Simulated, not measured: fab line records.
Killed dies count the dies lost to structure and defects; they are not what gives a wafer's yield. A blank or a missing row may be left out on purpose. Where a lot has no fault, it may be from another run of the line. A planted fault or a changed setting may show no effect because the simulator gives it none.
Split-lot experiment | flow n5_finfet | on a route of 1938 steps: 7 lots, 21 wafers read

ABOUT THE SPLIT
At N5_SD_EPI_N_COAT_33 (time 60 s, resist thk 35 nm), the setting spin_rpm was moved away from the recipe's 1500 rpm on 8 of the 21 wafers read, by -10.7% to +5.2%. This setting was run at the recipe's value on the other wafers.

FROM THE SPLIT TO THE READING: what the file shows between them, 4 steps
- N5_SD_EPI_N_COAT_03: resist thk 150 nm
- N5_SD_EPI_N_EBR_05
- N5_SD_EPI_N_DESCUM_14: chemistry O2, time 7.9 s
- N5_SD_EPI_N_ETCH_34: etches SiARC in CF4, target depth 45.5 nm, time 75.8 s

THE READING
SiARC_of_SD_EPI_N_COAT_33.thk_nm (the simulator's own value, which no gauge read), in nm, at N5_SD_EPI_N_ETCH_35 (etches SOC in N2/H2, overetch 108 nm, time 486 s). The file gives no usual value for it. Across the 13 wafers here that went through the recipe, the average is 19.8 nm and the standard deviation 0.24 nm.

wafer  | tool, chamber at the split | spin_rpm as run, rpm | against the recipe | SiARC_of_SD_EPI_N_COAT_33.thk_nm, nm | against lot-mates on the recipe
L077.1 | litho_track-04, 0          | 1500                 | recipe             | 19.6                                 | -
L077.4 | litho_track-04, 0          | 1500                 | recipe             | 19.8                                 | -
L077.5 | litho_track-04, 0          | 1500                 | recipe             | 20                                   | -
L081.1 | litho_track-03, 0          | 1339                 | -10.7%             | 21.8                                 | +1.4
L081.2 | litho_track-03, 0          | 1500                 | recipe             | 20.4                                 | -
L081.3 | litho_track-03, 0          | 1339                 | -10.7%             | 22.2                                 | +1.8
L083.1 | litho_track-02, 0          | 1500                 | recipe             | 19.8                                 | -
L083.3 | litho_track-02, 0          | 1500                 | recipe             | 19.6                                 | -
L083.4 | litho_track-02, 0          | 1500                 | recipe             | 19.6                                 | -
L085.1 | litho_track-04, 0          | 1548                 | +3.2%              | 18.6                                 | -1.2
L085.3 | litho_track-04, 0          | 1500                 | recipe             | 19.8                                 | -
L085.4 | litho_track-04, 0          | 1548                 | +3.2%              | 19.4                                 | -0.4
L095.1 | litho_track-03, 0          | 1375                 | -8.3%              | 21                                   | +1.5
L095.5 | litho_track-03, 0          | 1500                 | recipe             | 19.4                                 | -
L095.6 | litho_track-03, 0          | 1500                 | recipe             | 19.6                                 | -
L096.1 | litho_track-03, 0          | 1500                 | recipe             | 20                                   | -
L096.2 | litho_track-03, 0          | 1366                 | -8.9%              | 21.8                                 | +1.8
L096.5 | litho_track-03, 0          | 1366                 | -8.9%              | 21.6                                 | +1.6
L097.3 | litho_track-04, 0          | 1500                 | recipe             | 19.8                                 | -
L097.6 | litho_track-04, 0          | 1500                 | recipe             | 19.8                                 | -
L097.5 | litho_track-04, 0          | 1578                 | +5.2%              | 18.6                                 | -1.2

THE FIT
A straight line over all 21 wafers: SiARC_of_SD_EPI_N_COAT_33.thk_nm changes by -0.206 nm for each +1% of spin_rpm; r = -0.96; the points scatter about the line by 0.28 nm.
The same after taking each lot's own level away (the mean of its wafers on the recipe; 21 wafers): -0.179 nm for each +1%; r = -0.97; scatter 0.22 nm.
That fit puts the effect of the largest move of spin_rpm on the reading at 1.9 nm.
The span of the lots' own levels, 19.50 to 20.40 nm, comes to 3.7 times the standard deviation stated above.
In other words, the slope is changed by the lot-to-lot level; the two fits disagree.
Check: +2 nm against its lot-mates is what the line predicts for one of the wafers moved furthest among these (-10.7%) when that wafer is left out of the fit. Against them it came out at +1.4 nm.

OTHER SPLITS APPLIED TO THESE WAFERS
Note: prior to the reading, these wafers also went through further splits. Each is held against what the fit with the lots' levels taken away leaves over:
other split on the same wafers            | wafers away from the commonest value | r with SiARC_of_SD_EPI_N_COAT_33.thk_nm (lot level and that fit taken away)
N5_ZERO_LAYER_DEVELOP_10 develop_time_s   | 8                                    | +0.16
N5_WELL_APT_COAT_02 spin_rpm              | 8                                    | +0.00
N5_PMOS_HMC_CHANNEL_EPI_PEB_07 peb_time_s | 7                                    | -0.32
N5_FIN_SAQP_PEB_14 peb_time_s             | 6                                    | +0.27
N5_FIN_CUT_CUT_ETCH_15 time_s             | 10                                   | +0.32
N5_SD_EPI_N_COAT_32 spin_rpm              | 8                                    | +0.09

THE WHOLE CHAIN: every reading that the file lists as answering this split, in the file's order
step                | what it does                                           | reading                                                                                   | change (the file's fit)               | r (the file's)
N5_SD_EPI_N_COAT_33 | time 60 s, resist thk 35 nm                            | SiARC_of_SD_EPI_N_COAT_33.thk_nm (the simulator's own value, which no gauge read)         | -0.189 nm for each +1% of the setting | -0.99
N5_SD_EPI_N_ETCH_34 | etches SiARC in CF4, target depth 45.5 nm, time 75.8 s | etch_rf_on_time_s                                                                         | withheld for each +1% of the setting  | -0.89
N5_SD_EPI_N_ETCH_34 | etches SiARC in CF4, target depth 45.5 nm, time 75.8 s | etch.depth_nm (the simulator's own value, which no gauge read)                            | -0.182 nm for each +1% of the setting | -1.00
N5_SD_EPI_N_ETCH_34 | etches SiARC in CF4, target depth 45.5 nm, time 75.8 s | CAR-ArF-block_of_SD_EPI_N_COAT_03.thk_nm (the simulator's own value, which no gauge read) | +0.161 nm for each +1% of the setting | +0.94
N5_SD_EPI_N_ETCH_35 | etches SOC in N2/H2, overetch 108 nm, time 486 s       | SiARC_of_SD_EPI_N_COAT_33.thk_nm (the simulator's own value, which no gauge read)         | -0.178 nm for each +1% of the setting | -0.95

THE FILE'S OWN FIT
SiARC_of_SD_EPI_N_COAT_33.thk_nm changes by -0.178 nm for each +1% of spin_rpm, r = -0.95.
